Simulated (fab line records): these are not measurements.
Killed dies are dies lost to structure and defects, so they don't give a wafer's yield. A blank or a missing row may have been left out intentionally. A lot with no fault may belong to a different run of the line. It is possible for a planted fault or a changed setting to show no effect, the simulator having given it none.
fab line records	flow n5Finfet	part 2 of 2: steps 27 to 32 of 32
record: lots: 5	wafers: 15	lastDay: 19
route steps=1938 shown BEOL_M7@1321 BEOL_M8@1332
lots that met no fault: taken from a fault-free run of the same line
startH: hours from the record's opening day to when the first of the lot's shown wafers began	waitH: time in hours since the lot's previous step	" unchanged from the row above	L1.1+2: a single row standing in for several wafers	- value missing, or start not given	* or withheld: withheld	< > ~ a bound
route shown NAME@n: a module of which the file shows steps, and the number in the route of the first	usual: the fault-free wafers' mean and standard deviation	same: alike in all rows	chamber/n: place in a boat	sites: each site's reading	_std_site: the standard deviation of these	_edge_site: the outer-site mean with the inner-site mean subtracted	radiusMm: for every site, how far away it sits from the centre of the wafer	mask NAME#n: copy n	behind: the last tool/chamber to shape the wafer	hold: reason for holding the lot/hours on hold/outcome of the hold	device: whichever transistor did not switch (one of n, p or np)	end of line: the same wafers' tests at the end of the route	for a step that has no rows: nothing shown but its recipe	killed: count of dies lost to structure and defects at first sort (not the wafer's yield)	map: dies across one wafer; x = killed, . = not, _ = none there
set.NAME: the run value of the setting; set.NAME@STEP: its run value at that earlier step	model.NAME: the simulator's own value behind a step, which no gauge read
certain route steps with their lots: each step a table, each wafer a row
services: when a tool's chamber went out of use (startH, in hours from the record's first day, below 0 if earlier), for how many hours, and the reason
== steps ==
step: N5_BEOL_M8_INSPECT_13
recipe: mode: adi	inspectInstrument: brightfield
usual: rawDefectCount: 411/94
lot.wafer	tool	chamber	startH	waitH	rawDefectCount
L078.2	defectInspect-01	-	245.31	0.0	388
L078.4	"	-	"	"	530
L078.6	"	-	"	"	377
L085.1	defectInspect-02	-	292.34	0.0	560
L085.3	"	-	"	"	614
L085.6	"	-	"	"	690
L090.3	defectInspect-01	-	335.48	0.0	359
L090.5	"	-	"	"	306
L090.6	"	-	"	"	473
L094.1	defectInspect-02	-	360.51	0.0	501
L094.3	"	-	"	"	240
L094.4	"	-	"	"	398
L097.2	defectInspect-01	-	383.42	0.0	372
L097.4	"	-	"	"	343
L097.6	"	-	"	"	319
step: N5_BEOL_M8_DESCUM_16
recipe: chemistry: O2	timeS: 7.9	sourcePowerW: 50	biasPowerW: 20	pressureMtorr: 20	rfFrequencyHz: 2.712e+07	tempC: 40	resist: CAR-ArF	o2FlowSccm: 225
usual: drypumpMotorCurrentA: 5.6/0.6	oesProductAu: 0.79/0.061	rfVppV: 243.4/1.3	showerheadPlenumPTorr: 2.10/0.063	tempC: 40.00/0.11	throttleValvePct: 20.38/0.24
lot.wafer	tool	chamber	startH	waitH	drypumpMotorCurrentA	oesProductAu	rfHoursCounterH	rfVppV	showerheadPlenumPTorr	tempC	throttleValvePct
L078.2	rieDiel-04	1	245.35	0.0	6.3	0.87	37	244.0	2.12	40.04	19.95
L078.4	"	0	"	"	6.2	0.70	214	243.9	2.08	40.03	20.83
L078.6	"	3	"	"	6.2	0.74	-	245.1	2.17	40.00	20.71
L085.1	rieDiel-04	3	292.54	0.2	6.2	0.72	216	243.9	2.16	39.89	20.71
L085.3	"	0	"	"	6.2	0.70	228	242.1	2.07	39.98	20.84
L085.6	"	3	"	"	6.2	0.73	-	244.1	2.16	40.04	20.71
L090.3	rieDiel-05	2	335.54	0.1	6.6	0.79	107	242.7	2.10	40.01	20.24
L090.5	"	3	"	"	5.7	0.78	-	241.6	2.03	39.91	20.32
L090.6	"	0	"	"	5.1	0.81	-	243.4	2.10	40.04	20.18
L094.1	rieDiel-04	3	360.70	0.2	6.2	0.71	241	243.1	2.15	40.16	20.76
L094.3	"	1	"	"	6.3	0.82	75	243.1	2.11	39.98	20.01
L094.4	"	2	"	"	4.9	0.87	-	244.5	2.21	39.95	20.21
L097.2	rieDiel-05	3	383.60	0.2	5.7	0.77	127	242.2	2.02	40.01	20.35
L097.4	"	0	"	"	5.1	0.79	-	243.9	2.09	39.86	20.21
L097.6	"	3	"	"	5.7	0.77	-	242.0	2.02	40.04	20.34
step: N5_BEOL_M8_ETCH_61
recipe: chemistry: CF4	target: SiARC	targetDepthA: 455	maskMaterial: CAR-ArF	timeS: 75.8	ionEnergyEv: 80	pressureMtorr: 40	sourceW: 545	biasW: 36	Ar_flow_sccm: 100	cf4FlowSccm: 100	ends: cleared
usual: drypumpMotorCurrentA: 5.6/0.6	etchRfOnTimeS: 74.6/1.5	oesProductAu: 0.68/0.052	rfVppV: 184.2/1.1	showerheadPlenumPTorr: 2.15/0.068	throttleValvePct: 15.62/0.24
lot.wafer	tool	chamber	startH	waitH	drypumpMotorCurrentA	etchRfOnTimeS	oesProductAu	rfHoursCounterH	rfVppV	showerheadPlenumPTorr	throttleValvePct
L078.2	rieDiel-04	1	245.38	0.0	6.3	75.0	0.75	37	184.1	2.19	15.21
L078.4	"	0	"	"	6.2	76.2	0.60	214	184.3	2.13	16.02
L078.6	"	3	"	"	6.1	76.9	0.62	-	184.3	2.22	15.92
L085.1	rieDiel-04	3	292.57	0.0	6.2	77.3	0.61	216	185.3	2.22	15.97
L085.3	"	0	"	"	6.2	75.8	0.60	228	183.0	2.13	16.05
L085.6	"	3	"	"	6.2	76.9	0.61	-	186.3	2.21	15.96
L090.3	rieDiel-05	2	335.58	0.0	6.6	72.0	0.67	107	184.3	2.15	15.43
L090.5	"	3	"	"	5.7	72.9	0.68	-	182.9	2.07	15.46
L090.6	"	0	"	"	5.1	74.2	0.69	-	184.3	2.17	15.51
L094.1	rieDiel-04	3	360.74	0.0	6.1	77.1	0.60	241	184.6	2.21	16.01
L094.3	"	1	"	"	6.3	74.3	0.71	75	184.3	2.17	15.30
L094.4	"	2	"	"	4.9	73.1	0.75	-	185.1	2.28	15.48
L097.2	rieDiel-05	3	383.63	0.0	5.7	74.6	0.66	127	182.1	2.06	15.52
L097.4	"	0	"	"	5.1	75.2	0.67	-	184.4	2.16	15.52
L097.6	"	3	"	"	5.7	74.3	0.66	-	182.4	2.06	15.52
step: N5_BEOL_M8_ETCH_62
recipe: chemistry: N2/H2	target: SOC	targetDepthA: 1100	overetchA: 220	maskMaterial: SiARC	tempC: 40	timeS: 165	ionEnergyEv: 200	pressureMtorr: 30	sourceW: 840	biasW: 150	n2FlowSccm: 200	h2FlowSccm: 200
usual: drypumpMotorCurrentA: 5.6/0.61	oesProductAu: 0.67/0.047	rfVppV: 524.1/2.3	showerheadPlenumPTorr: 2.56/0.077	tempC: 40.01/0.11	throttleValvePct: 17.84/0.27
lot.wafer	tool	chamber	startH	waitH	drypumpMotorCurrentA	oesProductAu	rfHoursCounterH	rfVppV	showerheadPlenumPTorr	tempC	throttleValvePct
L078.2	rieDiel-04	1	245.44	0.0	6.3	0.74	37	523.9	2.60	40.03	17.41
L078.4	"	0	"	"	6.2	0.60	214	523.9	2.51	39.98	18.18
L078.6	"	3	"	"	6.3	0.63	-	527.3	2.63	39.91	18.09
L085.1	rieDiel-04	3	292.63	0.0	6.2	0.62	216	526.0	2.62	40.04	18.12
L085.3	"	0	"	"	6.2	0.59	228	523.3	2.50	40.02	18.22
L085.6	"	3	"	"	6.2	0.61	-	526.4	2.62	40.16	18.12
L090.3	rieDiel-05	2	335.63	0.0	6.6	0.65	107	525.1	2.56	39.89	17.70
L090.5	"	3	"	"	5.7	0.66	-	520.7	2.46	40.11	17.66
L090.6	"	0	"	"	5.1	0.67	-	524.4	2.58	39.86	17.80
L094.1	rieDiel-04	3	360.79	0.0	6.2	0.60	241	525.6	2.61	40.09	18.15
L094.3	"	1	"	"	6.3	0.69	75	524.0	2.58	39.95	17.47
L094.4	"	2	"	"	4.9	0.73	-	527.8	2.68	39.94	17.46
L097.2	rieDiel-05	3	383.69	0.0	5.7	0.65	127	521.9	2.45	40.03	17.69
L097.4	"	0	"	"	5.1	0.67	-	524.1	2.57	40.12	17.84
L097.6	"	3	"	"	5.7	0.64	-	521.5	2.45	40.10	17.70
step: N5_BEOL_M8_STRIP_68
recipe: chemistry: N2/H2	tempC: 40	n2FlowSccm: 200	h2FlowSccm: 200	rfFrequencyHz: 6e+07
lot.wafer	tool	chamber	startH	waitH
L078.2+4+6	rieDiel-04	1,0,3	245.58	0.1
L085.1+3+6	rieDiel-04	3,0,3	292.77	0.1
L090.3+5+6	rieDiel-05	2,3,0	335.77	0.1
L094.1+3+4	rieDiel-04	3,1,2	360.93	0.1
L097.2+4+6	rieDiel-05	3,0,3	383.82	0.1
step: N5_BEOL_M8_STRIP_67
recipe: chemistry: CF4	resist: SiARC	powerW: 300	biasPowerW: 75	pressureMtorr: 50	cf4FlowSccm: 150	rfFrequencyHz: 6e+07
usual: drypumpMotorCurrentA: 5.6/0.6	oesProductAu: 0.79/0.056	rfVppV: 271.3/1.4	showerheadPlenumPTorr: 1.80/0.057	throttleValvePct: 13.58/0.25
lot.wafer	tool	chamber	startH	waitH	drypumpMotorCurrentA	oesProductAu	rfHoursCounterH	rfVppV	showerheadPlenumPTorr	throttleValvePct
L078.2	rieDiel-04	1	245.59	0.0	6.3	0.87	37	270.9	1.82	13.13
L078.4	"	0	"	"	6.2	0.70	214	269.9	1.78	13.98
L078.6	"	3	"	"	6.2	0.74	-	271.6	1.86	13.92
L085.1	rieDiel-04	3	292.78	0.0	6.1	0.72	216	271.8	1.86	13.97
L085.3	"	0	"	"	6.2	0.70	228	270.3	1.78	14.01
L085.6	"	3	"	"	6.2	0.73	-	271.0	1.86	13.97
L090.3	rieDiel-05	2	335.78	0.0	6.6	0.78	107	270.9	1.80	13.44
L090.5	"	3	"	"	5.7	0.78	-	269.9	1.75	13.50
L090.6	"	0	"	"	5.1	0.81	-	271.0	1.82	13.49
L094.1	rieDiel-04	3	360.94	0.0	6.2	0.71	241	271.9	1.85	14.01
L094.3	"	1	"	"	6.3	0.82	76	270.7	1.80	13.20
L094.4	"	2	"	"	4.9	0.87	-	273.4	1.91	13.43
L097.2	rieDiel-05	3	383.83	0.0	5.7	0.76	127	271.3	1.74	13.56
L097.4	"	0	"	"	5.1	0.78	-	270.9	1.82	13.54
L097.6	"	3	"	"	5.7	0.76	-	269.3	1.74	13.53
== services ==
tool	chamber	startH	hours	kind
cmp-03	-	217.15	13.6	repair
pecvd-04	-	222.57	1.0	repair
rieDiel-04	2	224.75	4.2	repair
rtpAnneal-02	-	225.12	4.4	pm
rieDiel-04	1	232.41	6.1	repair
arfiScanner-01	-	235.76	0.2	repair
pecvd-02	-	240.75	5.5	pm
arfiScanner-01	-	247.62	1.3	pm
uvCure-02	-	248.32	1.0	pm
cvdCo-01	2	256.57	4.6	repair
pecvd-01	1	257.34	4.4	repair
ecdCu-02	-	261.71	2.3	repair
rieDiel-04	0	267.86	1.3	repair
cmp-03	-	282.95	0.6	repair
pecvd-01	-	283.93	1.5	repair
cvdCo-01	0	284.64	13.4	repair
arfiScanner-01	-	292.95	1.0	pm
cvdCo-01	-	301.24	28.1	pm
cvdCo-01	-	358.09	2.8	pm
pecvd-04	0	360.53	5.8	repair
arfiScanner-01	-	367.31	0.8	pm
arfiScanner-01	-	373.12	1.3	pm
cvdCo-01	-	375.97	0.8	repair
pecvd-01	2	381.79	3.1	repair
